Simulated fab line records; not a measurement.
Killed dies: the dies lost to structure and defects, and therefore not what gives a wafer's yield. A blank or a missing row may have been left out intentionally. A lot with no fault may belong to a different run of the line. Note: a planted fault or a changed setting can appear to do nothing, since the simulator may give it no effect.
fab line records    flow n5Finfet
record lots=10  wafers=28  lastDay=18
route steps=1938 shown FIN_SAQP@94 BEOL_M4@1111 PASSIVATION@1936
lots untouched by any fault: they come from a run of this same line in which no faults occurred
startH: hours from the record's first day to the start of the lot's first wafer shown    waitH: hours elapsed since this lot's preceding step    " as in the row above    L1.1+2: a row that stands for several wafers    - no value, or no start was given    * or withheld: withheld    < > ~ a bound
route shown NAME@n: NAME is a module with steps in the file, n the number in the route of the first one    usual: the fault-free wafers' mean and standard deviation    same: alike in all rows    chamber/n: place in a boat    sites: each site's reading    _std_site: the standard deviation of these    _edge_site: outer sites' mean less inner sites'    radiusMm: how far each site lies from the wafer's centre    mask NAME#n: copy n    behind: the tool/chamber that last shaped the wafer    hold: reason for holding the lot/hours on hold/outcome of the hold    device: the transistor (n, p or np) that didn't switch    end of line: at the end of the route, the tests of the same wafers    a step with no rows: only its recipe    killed: not the wafer's yield, but the dies lost to structure and defects at the first sort    map: shows each die of a wafer: x if killed, . if not, _ if none is there
set.NAME: setting as actually run; set.NAME@STEP: the setting as run at that earlier step    model.NAME: the simulator's own value behind a step, which no gauge read
one table for each step of the route and one row for each wafer, over a sample of lots
services: the hour from which a tool's chamber was out of use, counted from the record's first day as startH (under 0 if before that day), plus the number of hours and why
## steps
# step N5_FIN_SAQP_ALD_61
# recipe material=SiO2  targetThkA=40  tempC=300  aldPrecursorFamily=BDEAS  aldCoReactant=O2-plasma  pulseTimeS=1  purgeTimeS=2  coReactantPurgeTimeS=2  aldCycles=43  pressureTorr=2
# usual heaterPowerW=480/63  precursorPulseHeightRel=0.999/0.022
# same purgeTimeS=2
lot.wafer  tool       chamber  startH  waitH  heaterPowerW  precursorPulseHeightRel
L731.1     aldSin-02  0        27.62   0.0    380           1.021
L731.4     "          3        "       "      471           1.046
L731.6     "          1        "       "      505           0.963
L732.2     aldSin-03  3        33.21   0.0    598           0.987
L732.3     "          0        "       "      492           0.992
L732.5     "          3        "       "      599           0.989
L733.2     aldSin-01  1        38.81   0.0    515           1.013
L733.4     "          3        "       "      465           1.044
L733.5     "          3        "       "      458           0.983
L734.2     aldSin-02  2        45.28   0.0    417           1.045
L734.5     "          3        "       "      461           0.986
L734.6     "          2        "       "      408           0.990
L738.2     aldSin-01  2        69.98   0.1    584           0.998
L738.3     "          0        "       "      451           1.000
L739.1     aldSin-03  1        74.20   0.0    458           0.994
L739.3     "          3        "       "      607           0.993
L739.4     "          0        "       "      490           1.014
L740.3     aldSin-01  2        81.64   0.0    585           0.970
L740.4     "          1        "       "      525           0.998
L740.6     "          0        "       "      464           0.996
L746.1     aldSin-01  1        116.38  0.0    509           1.036
L746.2     "          3        "       "      450           0.987
L746.3     "          0        "       "      475           0.992
L751.2     aldSin-02  1        145.82  0.0    532           1.004
L751.3     "          3        "       "      465           1.013
L751.6     "          1        "       "      527           0.962
L753.1     aldSin-03  0        159.12  0.9    493           1.004
L753.4     "          2        "       "      415           1.013
# step N5_FIN_SAQP_PECVD_48
# recipe material=SiNx  targetThkA=250  tempC=400  precursor=SiH4/NH3/N2  pressureTorr=1.5  rfW=300  timeS=22.1
# usual heaterPowerW=745/64  showerheadPlenumPTorr=5.19/0.057  throttleValvePct=40.9/2.9
lot.wafer  tool      chamber  startH  waitH  heaterPowerW  showerheadPlenumPTorr  throttleValvePct
L731.1     pecvd-03  1        28.30   0.0    807           5.26                   38.9
L731.4     "         0        "       "      753           5.12                   39.3
L731.6     "         0        "       "      768           5.13                   39.3
L732.2     pecvd-03  0        33.86   0.0    707           5.12                   39.3
L732.3     "         0        "       "      743           5.12                   39.3
L732.5     "         1        "       "      822           5.26                   39.1
L733.2     pecvd-01  0        39.49   0.0    843           5.23                   38.6
L733.4     "         0        "       "      877           5.26                   38.8
L733.5     "         2        "       "      615           5.19                   45.3
L734.2     pecvd-03  0        46.00   0.0    802           5.12                   39.3
L734.5     "         0        "       "      803           5.11                   39.5
L734.6     "         1        "       "      732           5.26                   39.2
L738.2     pecvd-03  0        70.59   0.0    837           5.11                   39.7
L738.3     "         2        "       "      821           5.12                   37.1
L739.1     pecvd-02  1        74.78   0.0    641           5.20                   39.3
L739.3     "         0        "       "      771           5.18                   44.6
L739.4     "         2        "       "      753           5.10                   39.4
L740.3     pecvd-03  2        82.22   0.0    741           5.12                   37.5
L740.4     "         0        "       "      859           5.13                   39.4
L740.6     "         2        "       "      759           5.10                   37.3
L746.1     pecvd-03  1        117.01  0.0    679           5.28                   39.0
L746.2     "         0        "       "      770           5.12                   39.7
L746.3     "         2        "       "      737           5.11                   37.5
L751.2     pecvd-03  0        146.51  0.0    737           5.14                   40.0
L751.3     "         1        "       "      799           5.27                   39.2
L751.6     "         2        "       "      704           5.12                   37.3
L753.1     pecvd-03  2        159.71  0.0    764           5.12                   37.7
L753.4     "         0        "       "      730           5.12                   39.4
# step N5_FIN_SAQP_DEVELOP_15
# recipe developTimeS=30  developer=TMAH  resist=CAR-ArF  devTempC=23  rinseLiquid=diw  dry=airSpin
lot.wafer   tool           chamber  startH  waitH
L731.1+4+6  lithoTrack-05  0        28.90   -
L732.2+3+5  lithoTrack-02  0        34.46   -
L733.2+4+5  lithoTrack-02  0        40.07   -
L734.2+5+6  lithoTrack-02  0        46.60   -
L738.2+3    lithoTrack-05  0        71.02   -
L739.1+3+4  lithoTrack-05  0        75.21   -
L740.3+4+6  lithoTrack-01  0        82.65   -
L746.1+2+3  lithoTrack-05  0        117.59  -
L751.2+3+6  lithoTrack-02  0        147.07  -
L753.1+4    lithoTrack-02  0        160.26  -
# step N5_FIN_SAQP_CD_MEAS_16
# recipe targetCdNm=35.6  landingEnergyEv=500  detector=seInlens
# usual cdNm=35.6/0.33
# same landingEnergyEv=500
lot.wafer  tool      chamber  startH  waitH  cdNm
L731.1     cdSem-02  0        28.96   -      35.2
L731.4     "         0        "       "      35.5
L731.6     "         0        "       "      34.9
L732.2     cdSem-02  0        34.52   -      35.5
L732.3     "         0        "       "      35.7
L732.5     "         0        "       "      36.1
L733.2     cdSem-02  0        40.13   -      35.7
L733.4     "         0        "       "      35.5
L733.5     "         0        "       "      36.0
L734.2     cdSem-02  0        46.67   -      35.9
L734.5     "         0        "       "      35.5
L734.6     "         0        "       "      35.9
L738.2     cdSem-03  0        71.09   -      35.7
L738.3     "         0        "       "      35.9
L739.1     cdSem-01  0        75.27   -      35.5
L739.3     "         0        "       "      35.3
L739.4     "         0        "       "      35.2
L740.3     cdSem-01  0        82.71   -      35.1
L740.4     "         0        "       "      35.4
L740.6     "         0        "       "      35.0
L746.1     cdSem-03  0        117.65  -      35.4
L746.2     "         0        "       "      35.2
L746.3     "         0        "       "      34.6
L751.2     cdSem-03  0        147.13  -      36.0
L751.3     "         0        "       "      36.3
L751.6     "         0        "       "      35.6
L753.1     cdSem-01  0        160.32  -      35.4
L753.4     "         0        "       "      35.6
# step N5_FIN_SAQP_MANDREL_ETCH_22
# recipe targetDepthA=600  chemistry=HBr/Cl2  target=a-Si  stopOn=SiNx  btTimeS=10  overEtchFrac=0.5  timeS=30  pressureMtorr=10  icpW=800  biasW=75  HBr_flow_sccm=150  Cl2_flow_sccm=80  ends=endPoint
# usual drypumpMotorCurrentA=5.7/0.44  oesProductAu=0.770/0.016  throttleValvePct=35.3/0.34
lot.wafer  tool      chamber  startH  waitH  drypumpMotorCurrentA  oesProductAu  rfHoursCounterH  throttleValvePct
L731.1     rieSi-02  0        29.34   0.0    5.3                   0.735         3                35.4
L731.4     "         2        "       "      4.9                   0.780         -                35.6
L731.6     "         0        "       "      5.3                   0.749         -                35.4
L732.2     rieSi-02  3        35.11   0.0    5.7                   0.784         129              34.8
L732.3     "         2        "       "      4.9                   0.791         75               35.6
L732.5     "         2        "       "      4.9                   0.783         -                35.6
L733.2     rieSi-02  0        40.59   0.0    5.3                   0.758         3                35.4
L733.4     "         2        "       "      4.9                   0.790         -                35.6
L733.5     "         3        "       "      5.6                   0.790         -                34.8
L734.2     rieSi-02  2        47.15   0.0    4.9                   0.771         75               35.7
L734.5     "         2        "       "      4.9                   0.780         -                35.6
L734.6     "         3        "       "      5.7                   0.774         -                34.8
L738.2     rieSi-04  2        71.51   0.0    6.0                   0.783         50               36.0
L738.3     "         1        "       "      5.9                   0.731         49               35.6
L739.1     rieSi-04  2        75.90   0.0    6.0                   0.784         50               35.9
L739.3     "         1        "       "      5.9                   0.737         49               35.6
L739.4     "         0        "       "      6.0                   0.768         125              35.5
L740.3     rieSi-04  3        83.45   0.0    5.8                   0.756         195              34.7
L740.4     "         1        "       "      5.9                   0.753         49               35.6
L740.6     "         0        "       "      6.0                   0.763         -                35.5
L746.1     rieSi-02  0        118.03  0.0    5.3                   0.746         5                35.4
L746.2     "         3        "       "      5.6                   0.778         131              34.8
L746.3     "         1        "       "      6.2                   0.782         113              35.0
L751.2     rieSi-03  3        147.50  0.0    5.8                   0.761         77               35.2
L751.3     "         1        "       "      5.0                   0.750         102              35.4
L751.6     "         2        "       "      6.0                   0.773         -                35.1
L753.1     rieSi-04  0        160.83  0.0    6.0                   0.750         127              35.5
L753.4     "         2        "       "      6.0                   0.784         -                35.9
# step N5_BEOL_M4_RC_MEAS_101
# usual DIBL_N=35.8/1.5  DIBL_P=35.9/1.8  IOFF_N=0.152/0.025  IOFF_P=0.21/0.031  ION_N=672/11  ION_P=462/7.4  SS_N=71.5/0.52  SS_P=73.2/0.54  VT_N=250/3  VT_P=-250/3.3
lot.wafer  tool       chamber  startH  waitH  DIBL_N[mV/V]  DIBL_P[mV/V]  IOFF_N[nA/um]  IOFF_P[nA/um]  ION_N[uA/um]  ION_P[uA/um]  SS_N[mV/dec]  SS_P[mV/dec]  VT_N[mV]  VT_P[mV]
L731.1     prober-01  0        166.18  0.0    35.7          36.5          0.146          0.19           670           454           72.9          72.9          251       -253
L731.4     "          0        "       "      38.0          38.4          0.192          0.21           672           457           73.0          73.7          250       -249
L731.6     "          0        "       "      37.1          37.1          0.176          0.20           682           455           72.7          73.0          251       -249
L733.2     prober-01  0        178.69  0.2    34.4          31.2          0.096          0.13           655           449           70.5          72.3          261       -260
L733.4     "          0        "       "      37.0          34.5          0.137          0.18           672           458           71.1          73.2          253       -254
L733.5     "          0        "       "      36.8          34.3          0.137          0.18           669           458           71.2          73.1          251       -255
L732.2     prober-02  0        178.93  0.2    37.5          36.4          0.161          0.23           675           467           71.4          73.3          249       -247
L732.3     "          0        "       "      38.5          38.3          0.195          0.27           690           474           72.0          73.9          244       -245
L732.5     "          0        "       "      35.5          34.8          0.131          0.20           665           465           71.7          73.3          251       -248
L734.2     prober-01  0        199.76  0.2    33.9          34.8          0.122          0.16           670           457           70.9          72.9          250       -254
L734.5     "          0        "       "      34.9          35.9          0.143          0.17           674           452           70.7          73.0          251       -252
L734.6     "          0        "       "      34.1          35.4          0.125          0.16           665           459           71.5          72.6          251       -256
L738.2     prober-02  0        215.76  0.2    34.6          34.5          0.115          0.15           652           449           71.6          72.3          256       -255
L738.3     "          0        "       "      36.3          36.1          0.146          0.18           669           463           71.1          72.7          252       -253
L739.1     prober-01  0        230.98  0.0    35.9          35.9          0.158          0.21           673           464           71.3          72.6          248       -245
L739.3     "          0        "       "      36.2          36.9          0.169          0.23           684           469           71.0          73.7          248       -248
L739.4     "          0        "       "      35.8          36.0          0.161          0.21           685           466           70.9          73.8          248       -251
L740.3     prober-01  0        239.52  0.3    37.8          35.5          0.148          0.21           669           458           71.3          73.0          250       -247
L740.4     "          0        "       "      37.7          35.1          0.151          0.21           666           459           72.1          72.7          253       -249
L740.6     "          0        "       "      37.9          34.9          0.149          0.20           662           451           72.2          73.3          255       -250
L746.1     prober-01  0        263.71  0.0    37.7          38.6          0.218          0.29           700           484           72.0          74.3          244       -243
L746.2     "          0        "       "      36.0          35.8          0.172          0.23           676           465           71.6          72.8          245       -248
L746.3     "          0        "       "      36.5          38.0          0.196          0.28           706           489           72.4          73.7          245       -243
L751.2     prober-02  0        300.52  0.2    33.7          34.6          0.135          0.20           662           465           71.3          72.6          251       -249
L751.3     "          0        "       "      33.9          34.2          0.133          0.19           664           455           71.8          73.0          253       -251
L751.6     "          0        "       "      34.5          34.7          0.145          0.20           653           455           71.4          73.2          254       -252
L753.1     prober-02  0        321.00  0.0    35.6          35.7          0.151          0.21           666           465           71.9          73.4          251       -251
L753.4     "          0        "       "      35.0          34.9          0.137          0.19           675           472           71.3          72.8          256       -253
# step N5_PASSIVATION_PROBE_49
# usual defectLimitedYield=91.7/1.7  killed_at_M0_to_M3=34/10  killed_at_M4_up=13/5.1  killedAtContacts=12/6.2  killedAtFrontEnd=36/12  killedAtOther=3.2/2.6  killedDies=98/20  killedOpen=65/13  killedShort=32/8.4  sort_bin_5_function=4.8/1.1  sort_bin_6_memory=3.2/0.74  sort_bin_8_speed=0.00/0.012  sortNPass=1082/20  sortYieldPct=91.7/1.7
# same grossDies=1180  killedAtBackSide=0  sort_bin_4_leakage[%]=0
lot.wafer  tool       chamber  startH  waitH  defectLimitedYield[%]  killed_at_M0_to_M3  killed_at_M4_up  killedAtContacts  killedAtFrontEnd  killedAtOther  killedDies  killedOpen  killedShort  sort_bin_5_function[%]  sort_bin_6_memory[%]  sort_bin_8_speed[%]  sortNPass  sortYieldPct[%]
L732.2     prober-01  -        279.94  0.1    93.5                   28                  16               9                 22                2              77          53          21           3.9                     2.5                   0                    1103       93.5
L732.3     prober-01  -        279.99  0.1    93.6                   40                  10               11                15                0              76          54          21           3.3                     3.0                   0                    1104       93.6
L732.5     prober-01  -        280.09  0.2    92.9                   23                  13               11                35                2              84          48          36           3.7                     3.2                   0                    1096       92.9
L740.3     prober-02  -        345.24  0.1    90.7                   36                  12               20                38                4              110         78          23           5.3                     3.1                   0                    1070       90.7
L740.4     prober-02  -        345.29  0.2    90.3                   41                  18               14                36                5              114         74          40           5.8                     3.6                   0                    1066       90.3
L740.6     prober-02  -        345.39  0.3    88.6                   49                  14               30                37                4              134         90          44           6.9                     4.1                   0                    1046       88.6
# killed by level:class
L732.2 MOL_CONTACT_COAG:geometricParticle:open=7 STI_FIN_REVEAL:geometricParticle:open=5 DUMMY_GATE:geometricParticle:open=5 BEOL_M0_SAQP:geometricParticle:open=5 BEOL_M0_SAQP:geometricParticle:short=5 BEOL_M2:geometricParticle:open=5 BEOL_M3:geometricParticle:open=5 BEOL_M5:geometricParticle:open=5
L732.3 MOL_CONTACT_COAG:geometricParticle:open=9 BEOL_M2:geometricParticle:open=9 BEOL_M0_SAQP:geometricParticle:short=8 BEOL_M3:geometricParticle:open=8 BEOL_M0_SAQP:geometricParticle:open=7 STI_FIN_REVEAL:geometricParticle:open=5 BEOL_M1:geometricParticle:open=5 DUMMY_GATE:geometricParticle:open=3
L732.5 GATE_CUT:geometricParticle:short=9 MOL_CONTACT_COAG:geometricParticle:open=7 BEOL_M1:geometricParticle:open=6 MOL_CONTACT_COAG:geometricParticle:short=4 STARTING-WAFER:geometricParticle:open=4 BEOL_M1:geometricParticle:short=4 BEOL_M3:geometricParticle:short=4 BEOL_M4:geometricParticle:open=4
L740.3 MOL_CONTACT_COAG:geometricParticle:open=16 BEOL_M3:geometricParticle:open=15 HKMG_FIN:areaEtch=8 STI_FIN_REVEAL:geometricParticle:open=6 GATE_CUT:geometricParticle:short=6 BEOL_M0_SAQP:geometricParticle:open=6 DUMMY_GATE:geometricParticle:open=5 BEOL_M0_SAQP:geometricParticle:short=5
L740.4 FIN_SAQP:geometricParticle:open=12 BEOL_M3:geometricParticle:open=10 BEOL_M0_SAQP:geometricParticle:short=9 MOL_CONTACT_COAG:geometricParticle:open=8 BEOL_M4:geometricParticle:open=8 FIN_SAQP:geometricParticle:short=7 BEOL_M2:geometricParticle:open=7 STI_FIN_REVEAL:geometricParticle:open=6
L740.6 MOL_CONTACT_COAG:geometricParticle:open=26 BEOL_M2:geometricParticle:open=12 FIN_SAQP:geometricParticle:short=11 BEOL_M0_SAQP:geometricParticle:open=9 STI_FIN_REVEAL:geometricParticle:open=7 BEOL_M0_SAQP:geometricParticle:short=7 BEOL_M3:geometricParticle:open=7 FIN_SAQP:geometricParticle:open=6
## services
tool       chamber  startH  hours  kind
rieSi-04   1        15.84   10.1   repair
pecvd-01   -        19.64   0.6    repair
pecvd-03   2        21.15   -      clean
pecvd-01   0        21.34   11.6   repair
rieSi-03   -        26.22   1.2    repair
rieSi-02   1        26.48   19.3   repair
rieSi-03   3        30.37   5.1    repair
pecvd-02   -        32.22   14.6   pm
rieSi-03   1        39.23   1.2    repair
rieSi-02   -        43.05   3.5    repair
pecvd-02   -        48.61   0.9    repair
aldSin-01  -        50.80   6.6    repair
rieSi-03   1        59.21   1.6    repair
aldSin-02  1        60.81   2.9    repair
pecvd-02   -        64.22   5.5    pm
rieSi-03   2        75.40   5.5    repair
rieSi-02   -        83.60   2.8    pm
aldSin-01  -        85.29   14.0   pm
pecvd-01   0        98.32   30.1   repair
rieSi-03   2        98.76   11.3   repair
pecvd-02   1        105.49  26.6   repair
pecvd-02   2        120.62  4.6    repair
aldSin-01  3        141.04  5.9    repair
pecvd-03   -        157.40  0.8    pm
## key
firstSign step=N5_FIN_SAQP_CD_MEAS_16  reading=cdNm  direction=down  sigmas=3  usual=35.6  struck=34.6
effect none on later readings
metAt N5_FIN_SAQP_DEVELOP_15
struckLots L746
struckWafers L746.3
notActingAt N5_FIN_SAQP_ALD_61,N5_FIN_SAQP_PECVD_48,N5_FIN_SAQP_MANDREL_ETCH_22
onsetBetween 75.21 117.59
fault kind=processParameterDrift  tool=lithoTrack-05  chamber=-  onsetH=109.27  steps=N5_FIN_SAQP_DEVELOP_15  channel=developTimeS  offset=*  shape=step  endH=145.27  scope=struckWafersOnly  actsIn=*  stated=*
